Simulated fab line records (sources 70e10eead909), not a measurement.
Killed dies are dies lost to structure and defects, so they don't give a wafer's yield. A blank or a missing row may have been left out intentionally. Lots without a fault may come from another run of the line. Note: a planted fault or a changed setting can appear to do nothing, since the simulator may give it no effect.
The tool behind it: which one? || flow nand harc || 18 wafers from 6 lots sampled at 5 of the route's 1159 steps

## WHAT EACH GAUGE READ, for each wafer
NHARC_END_SORT_01.
{"lot": "L346", "measured": "day 21 01:27", "on": "prober-01", "killed at array": "674 672 673"}

## TOOL THAT RAN EACH LOT (tool first, then ch and the chambers of the sampled wafers, then the start)
{"lot": "L346", "NHARC_A_ONON_D1_DEP_33": "pecvd-03 ch 0,1, day 8 16:16", "NHARC_A_CHANNEL_HOLE_D1_DEP_00": "acl dep-01 ch 0, day 8 19:01", "NHARC_A_CHANNEL_HOLE_D1_ETCH_38": "rie diel-10 ch 1,2,3, day 9 00:29", "NHARC_A_CHANNEL_HOLE_D1_ETCH_39": "rie diel-10 ch 0,2,3, day 21 01:27 or earlier"}
{"lot": "L348", "NHARC_A_ONON_D1_DEP_33": "pecvd-03 ch 0,1,2, day 9 08:50", "NHARC_A_CHANNEL_HOLE_D1_DEP_00": "acl dep-03 ch 0, day 9 11:08", "NHARC_A_CHANNEL_HOLE_D1_ETCH_38": "rie diel-07 ch 0,3, day 9 13:17", "NHARC_A_CHANNEL_HOLE_D1_ETCH_39": "rie diel-07 ch 0,3, no start"}
{"lot": "L358", "NHARC_A_ONON_D1_DEP_33": "pecvd-03 ch 0,1,2, day 11 23:42", "NHARC_A_CHANNEL_HOLE_D1_DEP_00": "acl dep-02 ch 0, day 12 01:05", "NHARC_A_CHANNEL_HOLE_D1_ETCH_38": "rie diel-10 ch 1,2, day 12 03:03", "NHARC_A_CHANNEL_HOLE_D1_ETCH_39": "rie diel-10 ch 1,2,3, no start"}
{"lot": "L361", "NHARC_A_ONON_D1_DEP_33": "pecvd-03 ch 0,1, day 12 17:10", "NHARC_A_CHANNEL_HOLE_D1_DEP_00": "acl dep-02 ch 0, day 12 17:40", "NHARC_A_CHANNEL_HOLE_D1_ETCH_38": "rie diel-10 ch 0,1, day 12 20:31", "NHARC_A_CHANNEL_HOLE_D1_ETCH_39": "rie diel-10 ch 2,3, no start"}
{"lot": "L363", "NHARC_A_ONON_D1_DEP_33": "pecvd-03 ch 0,2, day 13 00:53", "NHARC_A_CHANNEL_HOLE_D1_DEP_00": "acl dep-03 ch 0, day 13 02:54", "NHARC_A_CHANNEL_HOLE_D1_ETCH_38": "rie diel-10 ch 1,2, day 13 05:14", "NHARC_A_CHANNEL_HOLE_D1_ETCH_39": "rie diel-10 ch 1,3, no start"}
{"lot": "L366", "NHARC_A_ONON_D1_DEP_33": "pecvd-02 ch 1,2, day 13 17:45", "NHARC_A_CHANNEL_HOLE_D1_DEP_00": "acl dep-03 ch 0, day 13 18:59", "NHARC_A_CHANNEL_HOLE_D1_ETCH_38": "rie diel-04 ch 0,2,3, day 13 21:55", "NHARC_A_CHANNEL_HOLE_D1_ETCH_39": "rie diel-04 ch 2,3, no start"}
- NHARC_A_ONON_D1_DEP_33: deposits SiO2, target thk 200 nm.
- NHARC_A_CHANNEL_HOLE_D1_DEP_00: deposits aC, target thk 3100 nm.
- NHARC_A_CHANNEL_HOLE_D1_ETCH_38: etches the open film in CF4, target depth 39 nm, time 65 s.
- NHARC_A_CHANNEL_HOLE_D1_ETCH_39: etches the open film in N2/H2, target depth 260 nm, time 325 s.

## THE ANSWER, worked out from the rows above alone
Rule: usual is defined by the lots themselves. Put in order of their means at a reading, lots are off if they are a third of the lots or fewer, leave a main group of 4 or more, and stand apart from it by a gap of 3 or more times the standard deviation of the main group's means; of several such gaps the widest counts. If all means in a main group match to the digits the tables above print for the reading, that group is not used. A lot without any number at a reading at which 4 lots or more have one is off too. Any other lot the step has rows for is counted as sound.
No lot is off at any reading shown: from this, nothing can be told.

## WHAT THE SIMULATOR HAD PUT IN
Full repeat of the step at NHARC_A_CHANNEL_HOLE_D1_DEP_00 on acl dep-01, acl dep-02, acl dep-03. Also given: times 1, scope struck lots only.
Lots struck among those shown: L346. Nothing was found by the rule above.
